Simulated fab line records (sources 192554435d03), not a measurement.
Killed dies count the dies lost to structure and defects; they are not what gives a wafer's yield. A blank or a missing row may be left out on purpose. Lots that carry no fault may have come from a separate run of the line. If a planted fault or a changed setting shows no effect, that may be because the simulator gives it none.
Lot-split experiment || flow n5Finfet || route with 1938 steps; 7 lots, 21 wafers read

ON THE SPLIT
At N5_BEOL_M0_TRENCH_ETCH_107 (etches SiOC in C4F6/O2, target depth 32.8 nm, time 16.4 s), the setting targetDepthA was moved away from the recipe's 328 angstrom on 9 of the 21 wafers read, by -11.2% to +4.7%. For the rest of the wafers, this setting stayed at what the recipe calls for.

The reading is taken at the split's own step.

THE READING
BEOL_M0.featureDepthNm (the simulator's own value, which no gauge read), in nm, at N5_BEOL_M0_TRENCH_ETCH_107 (etches SiOC in C4F6/O2, target depth 32.8 nm, time 16.4 s). The file does not state a usual value for it. Here, 12 wafers ran the recipe; their average is 33.2 nm with a standard deviation of 0.45 nm.

{"wafer": "L076.1", "tool, chamber at the split": "rieDiel-02, 1", "targetDepthA as run, angstrom": 328, "against the recipe": "recipe", "BEOL_M0.featureDepthNm, nm": 33.2, "against lot-mates on the recipe": "-"}
{"wafer": "L076.2", "tool, chamber at the split": "rieDiel-02, 3", "targetDepthA as run, angstrom": 313.3, "against the recipe": "-4.5%", "BEOL_M0.featureDepthNm, nm": 31.8, "against lot-mates on the recipe": -1.4}
{"wafer": "L076.4", "tool, chamber at the split": "rieDiel-02, 2", "targetDepthA as run, angstrom": 313.3, "against the recipe": "-4.5%", "BEOL_M0.featureDepthNm, nm": 32.2, "against lot-mates on the recipe": -1.0}
{"wafer": "L078.2", "tool, chamber at the split": "rieDiel-06, 1", "targetDepthA as run, angstrom": 328, "against the recipe": "recipe", "BEOL_M0.featureDepthNm, nm": 32.8, "against lot-mates on the recipe": "-"}
{"wafer": "L078.3", "tool, chamber at the split": "rieDiel-06, 0,2", "targetDepthA as run, angstrom": 328, "against the recipe": "recipe", "BEOL_M0.featureDepthNm, nm": 33.8, "against lot-mates on the recipe": "-"}
{"wafer": "L078.5", "tool, chamber at the split": "rieDiel-06, 0,2", "targetDepthA as run, angstrom": 328, "against the recipe": "recipe", "BEOL_M0.featureDepthNm, nm": 33.8, "against lot-mates on the recipe": "-"}
{"wafer": "L085.4", "tool, chamber at the split": "rieDiel-06, 1", "targetDepthA as run, angstrom": 328, "against the recipe": "recipe", "BEOL_M0.featureDepthNm, nm": 32.8, "against lot-mates on the recipe": "-"}
{"wafer": "L085.5", "tool, chamber at the split": "rieDiel-06, 2,1", "targetDepthA as run, angstrom": 328, "against the recipe": "recipe", "BEOL_M0.featureDepthNm, nm": 33.4, "against lot-mates on the recipe": "-"}
{"wafer": "L085.6", "tool, chamber at the split": "rieDiel-06, 2,1", "targetDepthA as run, angstrom": 328, "against the recipe": "recipe", "BEOL_M0.featureDepthNm, nm": 33.4, "against lot-mates on the recipe": "-"}
{"wafer": "L086.1", "tool, chamber at the split": "rieDiel-06, 1", "targetDepthA as run, angstrom": 328, "against the recipe": "recipe", "BEOL_M0.featureDepthNm, nm": 33.2, "against lot-mates on the recipe": "-"}
{"wafer": "L086.3", "tool, chamber at the split": "rieDiel-06, 2", "targetDepthA as run, angstrom": 328, "against the recipe": "recipe", "BEOL_M0.featureDepthNm, nm": 33, "against lot-mates on the recipe": "-"}
{"wafer": "L086.6", "tool, chamber at the split": "rieDiel-06, 2", "targetDepthA as run, angstrom": 305, "against the recipe": "-7.0%", "BEOL_M0.featureDepthNm, nm": 31.2, "against lot-mates on the recipe": -1.9}
{"wafer": "L092.1", "tool, chamber at the split": "rieDiel-05, 1", "targetDepthA as run, angstrom": 312.7, "against the recipe": "-4.7%", "BEOL_M0.featureDepthNm, nm": 31.6, "against lot-mates on the recipe": "no lot-mate on the recipe"}
{"wafer": "L092.2", "tool, chamber at the split": "rieDiel-05, 3", "targetDepthA as run, angstrom": 312.7, "against the recipe": "-4.7%", "BEOL_M0.featureDepthNm, nm": 29.8, "against lot-mates on the recipe": "no lot-mate on the recipe"}
{"wafer": "L092.5", "tool, chamber at the split": "rieDiel-05, 0", "targetDepthA as run, angstrom": 312.7, "against the recipe": "-4.7%", "BEOL_M0.featureDepthNm, nm": 31, "against lot-mates on the recipe": "no lot-mate on the recipe"}
{"wafer": "L093.2", "tool, chamber at the split": "rieDiel-05, 1", "targetDepthA as run, angstrom": 328, "against the recipe": "recipe", "BEOL_M0.featureDepthNm, nm": 34, "against lot-mates on the recipe": "-"}
{"wafer": "L093.4", "tool, chamber at the split": "rieDiel-05, 2", "targetDepthA as run, angstrom": 328, "against the recipe": "recipe", "BEOL_M0.featureDepthNm, nm": 32.4, "against lot-mates on the recipe": "-"}
{"wafer": "L093.6", "tool, chamber at the split": "rieDiel-05, 3", "targetDepthA as run, angstrom": 291.4, "against the recipe": "-11.2%", "BEOL_M0.featureDepthNm, nm": 28, "against lot-mates on the recipe": -5.2}
{"wafer": "L096.2", "tool, chamber at the split": "rieDiel-06, 2", "targetDepthA as run, angstrom": 343.3, "against the recipe": "+4.7%", "BEOL_M0.featureDepthNm, nm": 35.4, "against lot-mates on the recipe": "+2.4"}
{"wafer": "L096.3", "tool, chamber at the split": "rieDiel-06, 1", "targetDepthA as run, angstrom": 328, "against the recipe": "recipe", "BEOL_M0.featureDepthNm, nm": 33, "against lot-mates on the recipe": "-"}
{"wafer": "L096.4", "tool, chamber at the split": "rieDiel-06, 0", "targetDepthA as run, angstrom": 343.3, "against the recipe": "+4.7%", "BEOL_M0.featureDepthNm, nm": 34.6, "against lot-mates on the recipe": "+1.6"}
Rows listing several chambers each stand for several wafers; the file does not say which wafer went through which chamber.

FIT RESULTS
A straight line over all 21 wafers: BEOL_M0.featureDepthNm changes by +0.415 nm for each +1% of targetDepthA; r = +0.93; the points scatter about the line by 0.62 nm.
The same after taking each lot's own level away (the mean of its wafers on the recipe; 18 wafers): +0.398 nm for each +1%; r = +0.94; scatter 0.53 nm.
According to that fit, moving targetDepthA by its largest amount changes the reading by 4.4 nm.
The lots' own levels span 33.00 to 33.47 nm, that is 1.0 times the standard deviation above.
The two slopes are in agreement: the lot-to-lot level therefore moves the slope only a little.
Check: -3.54 nm against its lot-mates is what the line predicts for one of the wafers moved furthest among these (-11.2%) when that wafer is left out of the fit. It came out at -5.2 nm against them.

FURTHER SPLITS ON THESE WAFERS
Note: prior to the reading, these wafers also went through further splits. Each is held against what the fit with the lots' levels taken away leaves over:
{"other split on the same wafers": "N5_SDB_EXPOSE_08 doseMj", "wafers away from the commonest value": 4, "r with BEOL_M0.featureDepthNm (lot level and that fit taken away)": "+0.16"}
{"other split on the same wafers": "N5_HKMG_FIN_ETCH_55 timeS", "wafers away from the commonest value": 7, "r with BEOL_M0.featureDepthNm (lot level and that fit taken away)": "+0.04"}
{"other split on the same wafers": "N5_GATE_CUT_ALD_22 aldCycles", "wafers away from the commonest value": 7, "r with BEOL_M0.featureDepthNm (lot level and that fit taken away)": "+0.14"}
{"other split on the same wafers": "N5_MOL_CONTACT_COAG_ALD_123 aldCycles", "wafers away from the commonest value": 6, "r with BEOL_M0.featureDepthNm (lot level and that fit taken away)": -0.13}
{"other split on the same wafers": "N5_MOL_CONTACT_COAG_ETCH_67 sourceW", "wafers away from the commonest value": 8, "r with BEOL_M0.featureDepthNm (lot level and that fit taken away)": -0.05}
{"other split on the same wafers": "N5_BEOL_M0_ETCH_138 biasW", "wafers away from the commonest value": 9, "r with BEOL_M0.featureDepthNm (lot level and that fit taken away)": -0.13}

THE FILE'S OWN FIT
BEOL_M0.featureDepthNm changes by +0.399 nm for each +1% of targetDepthA, r = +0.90.
